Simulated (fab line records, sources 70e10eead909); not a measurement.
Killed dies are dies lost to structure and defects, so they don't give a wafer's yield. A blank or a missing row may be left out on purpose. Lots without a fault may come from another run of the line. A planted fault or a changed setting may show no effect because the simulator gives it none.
fab line records | flow nand_harc
record lots=6 wafers=18 last_day=31
route steps=1302 shown A_CHANNEL_HOLE_D2@593 A_CHANNEL_FILL_D2@610 END@1302
lots that met no fault: from a run of the same line without faults
start_h: hours from the record's first day to the start of the lot's first wafer shown | wait_h: hours since the lot's step before | " the same as in the row above | L1.1+2: a row that stands for several wafers | - no value, or no start given | * or withheld: withheld | < > ~ a bound
route shown NAME@n: a module of which the file shows steps, and the number in the route of the first | usual: mean/standard deviation of fault-free wafers | same: alike in all rows | chamber/n: place in a boat | sites: the reading at each site | _std_site: their standard deviation | _edge_site: outer sites' mean less inner sites' | radius_mm: how far each site lies from the wafer's centre | mask NAME#n: copy n | behind: the tool/chamber that last shaped the wafer | hold: why the lot was held/for how many hours/how that ended | device: the transistor (n, p or np) that didn't switch | end of line: the same wafers' tests at the end of the route | a step without rows: its recipe alone | killed: dies lost to structure and defects at the first sort, not the wafer's yield | map: a wafer's dies, x killed, . not, _ none there
set.NAME: the setting as run; set.NAME@STEP: as run at that earlier step | model.NAME: the simulator's own value behind a step, which no gauge read
lots at some steps of the route; a table a step, a row a wafer
services: from which hour (start_h, from the record's first day; less than 0 if before it) a tool's chamber was out of use, for how many hours, and why
## steps
# step NHARC_A_CHANNEL_HOLE_D2_ETCH_21
# recipe bias_v=3000 source_w=withheld pressure_mtorr=20 time_s=514.3 ar_flow_sccm=375 c4f8_flow_sccm=89.3 o2_flow_sccm=35.7 temp_c=-20 target_depth_a=16000 chemistry=C4F8/O2/Ar
# step NHARC_A_CHANNEL_HOLE_D2_ETCH_22
# recipe bias_v=3000 source_w=withheld pressure_mtorr=20 time_s=666.7 ar_flow_sccm=375 c4f8_flow_sccm=89.3 o2_flow_sccm=35.7 temp_c=-20 target_depth_a=16000 chemistry=C4F8/O2/Ar
# usual chamber_pressure_mTorr=19.999/0.017 drypump_motor_current_A=5.8/0.31 showerhead_plenum_p_Torr=3.73/0.15 throttle_valve_pct=32.156/0.01
# columns lot.wafer tool chamber start_h wait_h chamber_pressure_mTorr drypump_motor_current_A rf_hours_counter_h showerhead_plenum_p_Torr throttle_valve_pct
L608.2 har_etch-01 0 323.98 0.4 20.006 5.4 169 3.69 32.164
L608.3 " 1 " " 20.008 6.3 - 3.69 32.159
L608.5 " 1 " " 19.995 6.2 - 3.69 32.160
L617.1 har_etch-02 0 411.94 0.4 20.003 5.9 12 3.93 32.162
L617.2 " 1 " " 20.014 5.6 12 3.93 32.142
L617.3 " 1 " " 20.016 5.6 - 3.93 32.165
L621.1 har_etch-02 1 445.48 0.4 19.985 5.6 27 3.92 32.158
L621.2 " 0 " " 20.008 5.8 27 3.92 32.161
L621.6 " 0 " " 19.998 5.9 - 3.92 32.151
L620.1 har_etch-02 1 449.66 0.4 20.027 5.6 31 3.92 32.153
L620.2 " 0 " " 20.001 5.8 31 3.92 32.144
L620.5 " 0 " " 19.997 5.8 - 3.92 32.164
L623.2 har_etch-01 0 456.79 0.4 20.001 5.3 253 3.64 32.163
L623.3 " 1 " " 20.021 6.2 - 3.64 32.149
L623.5 " 0 " " 20.008 5.4 - 3.64 32.142
L624.2 har_etch-02 1 469.13 0.4 20.005 5.6 47 3.91 32.156
L624.1 " 0 " " 20.010 5.8 47 3.91 32.164
L624.6 " 1 " " 20.007 5.6 - 3.91 32.166
# step NHARC_A_CHANNEL_HOLE_D2_ETCH_23
# recipe bias_v=5000 source_w=withheld pressure_mtorr=20 time_s=819 ar_flow_sccm=375 c4f8_flow_sccm=89.3 o2_flow_sccm=35.7 temp_c=-20 target_depth_a=16000 chemistry=C4F8/O2/Ar
# usual chamber_pressure_mTorr=19.999/0.02 drypump_motor_current_A=5.8/0.31 showerhead_plenum_p_Torr=3.73/0.15 throttle_valve_pct=32.154/0.0095
# columns lot.wafer tool chamber start_h wait_h chamber_pressure_mTorr drypump_motor_current_A rf_hours_counter_h showerhead_plenum_p_Torr throttle_valve_pct
L608.2 har_etch-01 0 324.57 0.5 19.982 5.3 170 3.69 32.150
L608.3 " 1 " " 19.986 6.2 - 3.69 32.165
L608.5 " 1 " " 20.020 6.3 - 3.69 32.146
L617.1 har_etch-02 0 412.52 0.5 20.004 5.9 13 3.93 32.173
L617.2 " 1 " " 19.960 5.6 13 3.93 32.159
L617.3 " 1 " " 19.996 5.6 - 3.93 32.161
L621.1 har_etch-02 1 446.04 0.5 20.002 5.6 28 3.92 32.144
L621.2 " 0 " " 19.970 5.9 28 3.92 32.171
L621.6 " 0 " " 19.994 5.9 - 3.92 32.150
L620.1 har_etch-02 1 450.22 0.5 19.996 5.6 32 3.92 32.154
L620.2 " 0 " " 20.007 5.8 32 3.91 32.148
L620.5 " 0 " " 19.960 5.8 - 3.91 32.151
L623.2 har_etch-01 0 457.38 0.5 20.028 5.3 254 3.64 32.137
L623.3 " 1 " " 19.995 6.2 - 3.64 32.159
L623.5 " 0 " " 19.999 5.4 - 3.64 32.153
L624.2 har_etch-02 1 469.69 0.5 19.994 5.6 47 3.91 32.148
L624.1 " 0 " " 19.996 5.9 47 3.91 32.141
L624.6 " 1 " " 19.971 5.6 - 3.91 32.174
# step NHARC_A_CHANNEL_HOLE_D2_ETCH_24
# recipe bias_v=5000 source_w=withheld pressure_mtorr=20 time_s=906.2 ar_flow_sccm=375 c4f8_flow_sccm=93.8 o2_flow_sccm=31.2 temp_c=-20 target_depth_a=15000 chemistry=C4F8/O2/Ar
# step NHARC_A_CHANNEL_HOLE_D2_ETCH_25
# recipe bias_v=5000 source_w=withheld pressure_mtorr=20 time_s=1040.2 ar_flow_sccm=375 c4f8_flow_sccm=93.8 o2_flow_sccm=31.2 temp_c=-20 target_depth_a=15000 chemistry=C4F8/O2/Ar
# step NHARC_A_CHANNEL_HOLE_D2_ETCH_26
# recipe bias_v=300 source_w=2000 pressure_mtorr=30 time_s=224.1 ar_flow_sccm=375 c4f8_flow_sccm=11.4 o2_flow_sccm=113.6 temp_c=-20 target_depth_a=3000 chemistry=C4F8/O2/Ar
# usual bias_v=300/3.1 chamber_pressure_mTorr=30.00/0.03 drypump_motor_current_A=5.8/0.3 showerhead_plenum_p_Torr=3.77/0.16 throttle_valve_pct=24.583/0.01
# columns lot.wafer tool chamber start_h wait_h bias_v chamber_pressure_mTorr drypump_motor_current_A rf_hours_counter_h showerhead_plenum_p_Torr throttle_valve_pct
L608.2 har_etch-01 0 326.81 0.6 298 30.01 5.3 172 3.73 24.582
L608.3 " 1 " " 300 30.00 6.2 - 3.73 24.580
L608.5 " 1 " " 296 29.99 6.2 - 3.73 24.590
L617.1 har_etch-02 0 414.84 0.7 302 30.04 5.9 15 3.98 24.586
L617.2 " 1 " " 295 30.00 5.6 15 3.98 24.584
L617.3 " 1 " " 294 30.04 5.6 - 3.98 24.581
L621.1 har_etch-02 1 448.39 0.7 299 30.06 5.6 30 3.97 24.591
L621.2 " 0 " " 299 30.04 5.8 30 3.97 24.580
L621.6 " 0 " " 301 29.92 5.9 - 3.97 24.594
L620.1 har_etch-02 1 452.55 0.7 302 29.99 5.6 34 3.97 24.572
L620.2 " 0 " " 297 30.02 5.8 34 3.97 24.583
L620.5 " 0 " " 293 30.00 5.9 - 3.97 24.595
L623.2 har_etch-01 0 459.64 0.6 301 30.00 5.4 256 3.68 24.583
L623.3 " 1 " " 297 30.04 6.2 - 3.68 24.598
L623.5 " 0 " " 299 30.01 5.4 - 3.68 24.588
L624.2 har_etch-02 1 472.01 0.7 300 29.97 5.6 49 3.96 24.587
L624.1 " 0 " " 303 30.01 5.8 49 3.96 24.573
L624.6 " 1 " " 298 29.94 5.6 - 3.96 24.583
# step NHARC_A_CHANNEL_HOLE_D2_ETCH_27
# recipe bias_v=400 source_w=2000 pressure_mtorr=25 time_s=90 ar_flow_sccm=375 c4f8_flow_sccm=41.7 o2_flow_sccm=83.3 temp_c=-20 target_depth_a=4000 chemistry=C4F8/O2/Ar
# step NHARC_A_CHANNEL_HOLE_D2_STRIP_41
# recipe n2_flow_sccm=150 h2_flow_sccm=150 ar_flow_sccm=0 bias_w=0 chemistry=N2/H2
# step NHARC_A_CHANNEL_HOLE_D2_STRIP_42
# recipe cf4_flow_sccm=100 chf3_flow_sccm=30 ar_flow_sccm=0 bias_w=0 chemistry=CF4/CHF3
# step NHARC_A_CHANNEL_HOLE_D2_STRIP_43
# recipe o2_flow_sccm=400 cos_flow_sccm=20 ar_flow_sccm=0 bias_w=0 chemistry=O2/COS
# step NHARC_A_CHANNEL_HOLE_D2_ETCH_44
# recipe target_depth_a=1400 overetch_a=140 time_s=77 ion_energy_ev=100 cf4_flow_sccm=80 o2_flow_sccm=20 ar_flow_sccm=0 rf_w=300 bias_w=100 chemistry=CF4/O2
# usual bias_w=99.95/0.29 chamber_pressure_mTorr=29.995/0.028 drypump_motor_current_A=5.8/0.41 oes_product_au=1.002/0.0095 rf_vpp_V=197.6/1.1 showerhead_plenum_p_Torr=1.32/0.042 throttle_valve_pct=13.397/0.0091
# columns lot.wafer tool chamber start_h wait_h bias_w chamber_pressure_mTorr drypump_motor_current_A oes_product_au rf_hours_counter_h rf_vpp_V showerhead_plenum_p_Torr throttle_valve_pct
L608.3 rie_diel-03 1 327.73 0.0 99.81 29.947 5.7 0.998 2 196.2 1.35 13.383
L608.2 " 0 " " 100.48 29.987 5.8 1.019 2 197.1 1.30 13.411
L608.5 " 1 " " 99.93 30.034 5.7 0.992 - 198.7 1.35 13.404
L617.1 rie_diel-03 1 415.78 0.0 99.95 30.020 5.7 0.994 8 199.7 1.35 13.401
L617.3 " 2 " " 99.67 30.001 5.7 1.006 8 198.1 1.37 13.389
L617.2 " 0 " " 99.91 29.978 5.9 1.008 7 197.2 1.29 13.389
L621.1 rie_diel-05 3 449.34 0.1 100.09 30.046 5.1 0.989 2 198.3 1.34 13.388
L621.2 " 2 " " 99.70 30.004 5.8 1.008 1 197.0 1.28 13.401
L621.6 " 3 " " 99.84 30.034 5.1 0.995 - 197.5 1.34 13.399
L620.1 rie_diel-03 3 453.50 0.0 100.23 30.019 5.9 1.008 10 199.9 1.40 13.394
L620.2 " 1 " " 99.88 29.973 5.7 0.989 10 198.7 1.35 13.410
L620.5 " 0 " " 99.71 29.993 5.9 1.017 - 197.3 1.29 13.401
L623.2 rie_diel-05 0 460.55 0.1 100.10 29.984 5.0 0.987 2 197.7 1.27 13.387
L623.3 " 1 " " 99.79 29.978 6.0 0.995 2 196.2 1.29 13.407
L623.5 " 1 " " 99.73 30.009 6.0 0.997 - 198.2 1.29 13.394
L624.2 rie_diel-03 0 472.97 0.1 99.75 29.991 5.9 1.018 0 196.3 1.29 13.402
L624.1 " 1 " " 100.26 29.964 5.7 1.012 0 198.7 1.35 13.393
L624.6 " 2 " " 99.78 29.967 5.7 1.015 - 198.3 1.37 13.392
# step NHARC_A_CHANNEL_HOLE_D2_STRIP_28
# recipe o2_flow_sccm=500 ar_flow_sccm=0 bias_w=0 chemistry=O2
# usual chamber_pressure_mTorr=59.99/0.051 drypump_motor_current_A=5.8/0.42 oes_product_au=1.001/0.011 rf_vpp_V=57.6/0.9 showerhead_plenum_p_Torr=3.49/0.1 throttle_valve_pct=17.037/0.0086
# same bias_w=0
# columns lot.wafer tool chamber start_h wait_h chamber_pressure_mTorr drypump_motor_current_A oes_product_au rf_hours_counter_h rf_vpp_V showerhead_plenum_p_Torr throttle_valve_pct
L608.3 rie_diel-03 1 - - 60.01 5.7 0.999 2 57.4 3.57 17.045
L608.2 " 3 " " 60.03 5.9 1.016 2 57.8 3.69 17.027
L608.5 " 0 " " 60.02 5.9 1.012 - 58.2 3.43 17.044
L617.1 rie_diel-03 2 - - 59.98 5.7 0.998 8 57.8 3.62 17.032
L617.3 " 3 " " 60.02 5.9 0.996 7 58.1 3.69 17.047
L617.2 " 1 " " 60.05 5.8 0.995 8 57.6 3.57 17.034
L621.1 rie_diel-05 3 - - 59.86 5.2 0.980 2 58.2 3.54 17.058
L621.2 " 1 " " 59.96 6.0 0.999 1 58.2 3.42 17.036
L621.6 " 2 " " 59.90 5.8 0.993 - 56.9 3.39 17.032
L620.1 rie_diel-03 0 - - 60.04 5.9 1.015 9 56.9 3.42 17.057
L620.2 " 2 " " 60.01 5.7 1.006 11 60.0 3.61 17.036
L620.5 " 0 " " 59.95 5.9 1.022 - 57.9 3.42 17.046
L623.2 rie_diel-05 2 - - 60.04 5.8 1.008 2 56.2 3.39 17.029
L623.3 " 0 " " 60.09 5.0 0.988 2 56.6 3.37 17.042
L623.5 " 3 " " 60.02 5.2 0.976 - 58.3 3.54 17.037
L624.2 rie_diel-03 3 - - 60.05 5.9 0.990 0 57.1 3.69 17.048
L624.1 " 1 " " 60.04 5.7 0.985 0 57.2 3.57 17.029
L624.6 " 3 " " 60.06 6.0 0.987 - 57.9 3.69 17.045
# step NHARC_A_CHANNEL_HOLE_D2_PRECLEAN_29
# recipe time_s=* temp_c=50 bath_age_min=0 chemistry=SC1
# usual diw_flow_mL_min=1415/4.4
# columns lot.wafer tool chamber start_h wait_h diw_flow_mL_min
L608.2 wet_bench-03 3 328.38 - 1418
L608.3 " 6 " " 1416
L608.5 " 0 " " 1419
L617.3 wet_bench-09 7 416.44 - 1413
L617.1 " 1 " " 1409
L617.2 " 2 " " 1410
L621.1 wet_bench-02 4 450.00 - 1422
L621.2 " 5 " " 1415
L621.6 " 7 " " 1422
L620.5 wet_bench-02 5 454.16 - 1408
L620.2 " 6 " " 1417
L620.1 " 1 " " 1416
L623.5 wet_bench-03 1 461.21 - 1416
L623.2 " 2 " " 1415
L623.3 " 4 " " 1408
L624.2 wet_bench-03 3 473.61 - 1419
L624.1 " 4 " " 1418
L624.6 " 0 " " 1419
# step NHARC_A_CHANNEL_HOLE_D2_SRD_30
# step NHARC_A_CHANNEL_HOLE_D2_CD_MEAS_31
# usual cd_nm=90.0/1.3
# columns lot.wafer tool chamber start_h wait_h cd_nm
L608.2 cd_sem-02 - 328.52 - 91.8
L608.3 " - " " 89.2
L608.5 " - " " 89.0
L617.1 cd_sem-03 - 416.57 - 89.5
L617.2 " - " " 89.1
L617.3 " - " " 91.8
L621.1 cd_sem-02 - 450.13 - 89.8
L621.2 " - " " 89.3
L621.6 " - " " 88.9
L620.1 cd_sem-02 - 454.29 - 90.1
L620.2 " - " " 88.5
L620.5 " - " " 90.7
L623.2 cd_sem-01 - 461.35 - 91.6
L623.3 " - " " 91.8
L623.5 " - " " 92.5
L624.1 cd_sem-01 - 473.75 - 92.3
L624.2 " - " " 91.6
L624.6 " - " " 93.3
# step NHARC_A_CHANNEL_HOLE_D2_XSEM_32
# recipe landing_energy_ev=35000
# step NHARC_A_CHANNEL_HOLE_D2_INSPECT_40
# usual raw_defect_count=261/71
# columns lot.wafer tool chamber start_h wait_h raw_defect_count
L608.2 defect_inspect-02 - 328.71 - 205
L608.3 " - " " 163
L608.5 " - " " 276
L617.1 defect_inspect-02 - 416.77 - 204
L617.2 " - " " 208
L617.3 " - " " 173
L621.1 defect_inspect-01 - 450.32 - 201
L621.2 " - " " 179
L621.6 " - " " 195
L620.1 defect_inspect-01 - 454.48 - 223
L620.2 " - " " 350
L620.5 " - " " 239
L623.2 defect_inspect-02 - 461.53 - 550
L623.3 " - " " 586
L623.5 " - " " 695
L624.1 defect_inspect-02 - 473.96 - 409
L624.2 " - " " 495
L624.6 " - " " 489
# step NHARC_A_CHANNEL_FILL_D2_PRECLEAN_00
# recipe time_s=* temp_c=50 bath_age_min=0 chemistry=SC1
# step NHARC_END_SORT_01
# recipe temp_c=25
# usual killed_at_array=56/19 killed_at_other=1.0/1.3 killed_at_periphery=3.8/2.2 killed_dies=61/19 killed_open=3.1/1.9 killed_short=2.3/1.5
# same gross_dies=677
# columns lot.wafer tool chamber start_h wait_h killed_at_array killed_at_other killed_at_periphery killed_dies killed_open killed_short
L623.2 prober-01 0 741.20 2.8 123 0 2 125 0 3
L623.3 prober-01 0 742.00 3.1 133 0 3 136 1 2
L623.5 prober-01 0 743.61 3.7 118 0 3 121 2 1
L624.1 prober-02 0 742.84 2.5 96 0 2 98 2 2
L624.2 prober-02 0 743.64 2.8 97 0 2 99 3 2
L624.6 prober-02 0 746.87 4.0 56 0 4 60 2 1
# killed by level:class
L623.2 A_CHANNEL_HOLE_D2:unspecified=73 A_CHANNEL_HOLE_D2:chamber_film_flake=24 A_CHANNEL_HOLE_D1:chamber_film_flake=7 A_STAIRCASE:chamber_film_flake=7 A_CONTACT:chamber_film_flake=4 P_ZERO_WELL:chamber_film_flake=2 A_SLIT:chamber_film_flake=2 A_CHANNEL_FILL_D1:geometric_particle:short=1
L623.3 A_CHANNEL_HOLE_D2:unspecified=68 A_CHANNEL_HOLE_D2:chamber_film_flake=26 A_STAIRCASE:chamber_film_flake=11 A_CONTACT:chamber_film_flake=8 A_CHANNEL_HOLE_D1:chamber_film_flake=7 A_SLIT:chamber_film_flake=7 P_ZERO_WELL:chamber_film_flake=3 A_DECK1_JOINT:chamber_film_flake=2
L624.1 A_CHANNEL_HOLE_D2:unspecified=71 A_CHANNEL_HOLE_D1:chamber_film_flake=10 A_CHANNEL_HOLE_D2:chamber_film_flake=3 A_SLIT:chamber_film_flake=3 P_BONDPAD:chamber_film_flake=2 A_STAIRCASE:chamber_film_flake=2 A_CHANNEL_FILL_D2:geometric_particle:short=1 A_WL_FILL:geometric_particle:open=1
L623.5 A_CHANNEL_HOLE_D2:unspecified=72 A_CHANNEL_HOLE_D2:chamber_film_flake=21 A_STAIRCASE:chamber_film_flake=7 A_SLIT:chamber_film_flake=5 P_ZERO_WELL:chamber_film_flake=3 A_CHANNEL_HOLE_D1:chamber_film_flake=3 A_SGD_CUT:chamber_film_flake=2 A_CONTACT:chamber_film_flake=2
L624.2 A_CHANNEL_HOLE_D2:unspecified=70 A_SLIT:chamber_film_flake=8 A_CHANNEL_HOLE_D1:chamber_film_flake=6 A_CHANNEL_HOLE_D2:chamber_film_flake=3 A_CONTACT:chamber_film_flake=3 A_CHANNEL_FILL_D1:chamber_film_flake=2 P_CONTACT:geometric_particle:open=1 A_CHANNEL_FILL_D1:geometric_particle:short=1
L624.6 A_CHANNEL_HOLE_D2:unspecified=23 A_CHANNEL_HOLE_D1:chamber_film_flake=9 A_CONTACT:chamber_film_flake=6 A_CHANNEL_HOLE_D2:chamber_film_flake=4 A_STAIRCASE:chamber_film_flake=4 A_SLIT:chamber_film_flake=3 P_BONDPAD:chamber_film_flake=2 A_ZERO_WELL:chamber_film_flake=2
# map L623.3 (x killed, . not)
____________.____________
_________......._________
_______..........._______
______.............______
_____......x........_____
____.x...............____
____......x..........____
___...................___
___...x......x........___
__.x.x.x...x.......x...__
__...x....xx.xx........__
_....xx.xx.....x........_
_....x.xxx.x.x.xxx......_
_....xxxxxxx..x........._
_....xxxxxxx..xxxx......_
_....xxxxxxx..xxx.....x._
.....xxxxxxxxxxxx....xx.x
....xxxxxxxxx.xxx...x...x
.....xxxxxxxxxxxx........
......xxxxxx...x.x.......
......xxxxx.x..x.........
_...x.xxx.x...x.....x..._
_.....xx.x.............x_
_..........x.x......xx.._
_....................x.._
_.....................x._
__...................x.__
__.........x...........__
___..x.x..............___
___...................___
____.................____
____.................____
_____..............._____
______.............______
_______..........._______
_________......._________
____________.____________
# map L624.2 (x killed, . not)
____________x____________
_________......._________
_______..x.x......_______
______.....x.x.....______
_____....x.xx......._____
____x...x.x..x.......____
____...x.xxxx.x......____
___....xxxxxxx........___
___...xxxxxxxxx.......___
__.....xxxxxxxx........__
__.....xxxxxxx.........__
_.....x.xxxxxx........x._
_......xxxxxxxx........._
_.....xxxxx..x.........._
_........xx.x.x........._
_.....x..xxx............_
..............x.x......x.
................x.x......
.........................
...............x...x.....
.............x.x....x....
_.....x................._
_.x...........x.....x..._
_....x.x.......x........_
_..............x....x..._
_......................._
__.....................__
__.....................__
___.....x.............___
___...................___
____.................____
____.................____
_____..............._____
______.............______
_______..........._______
_________......._________
____________.____________
## services
# columns tool chamber start_h hours kind
har_etch-01 - 313.12 0.8 repair
rie_diel-03 0 315.51 - clean
rie_diel-03 1 315.51 - clean
rie_diel-03 2 315.51 - clean
wet_bench-02 - 323.28 9.7 repair
rie_diel-05 - 344.83 0.1 repair
wet_bench-09 - 352.80 8.0 pm
rie_diel-05 3 355.84 5.8 repair
har_etch-02 - 377.00 17.0 pm
har_etch-02 0 377.00 17.0 vent_cycle
har_etch-02 1 377.00 17.0 vent_cycle
wet_bench-03 - 386.40 8.0 pm
har_etch-02 0 394.00 - clean
har_etch-02 0 394.00 - consumable_replace:focus_ring
har_etch-02 0 394.00 - consumable_replace:showerhead
har_etch-02 1 394.00 - clean
har_etch-02 1 394.00 - consumable_replace:focus_ring
har_etch-02 1 394.00 - consumable_replace:showerhead
rie_diel-05 - 406.61 9.0 pm
wet_bench-02 - 420.00 8.0 pm
rie_diel-03 0 424.99 8.7 repair
rie_diel-05 1 436.51 2.4 repair
har_etch-01 - 445.87 4.8 repair
rie_diel-03 - 459.01 9.0 pm
## key
first_sign step=NHARC_A_CHANNEL_HOLE_D2_INSPECT_40 reading=raw_defect_count direction=up sigmas=3.9 usual=261 struck=537
effect step=NHARC_END_SORT_01 reading=killed_at_array direction=up sigmas=2.5 usual=56 struck=104 wafers_moved=5
more_kills_born_at NHARC_A_CHANNEL_HOLE_D2_PRECLEAN_29@wet_bench-03=377
met_at NHARC_A_CHANNEL_HOLE_D2_PRECLEAN_29
struck_wafers L623.2,L623.3,L623.5,L624.1,L624.2,L624.6
tester_left_out L623,L624
onset_between 328.38 461.21
also_fits time
fault kind=chamber_particle_source tool=wet_bench-03 chamber=- onset_h=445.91 steps=NHARC_A_CHANNEL_HOLE_D2_PRECLEAN_29 rate_per_visit_cm2=0.43736 end_h=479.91
# tester_left_out: of these lots the tester's yield and bins aren't shown, on N5 and GAA mostly nor the transistor test; their killed dies are dies lost to structure and defects alone, not to doping, threshold or leakage, so they don't give the yield
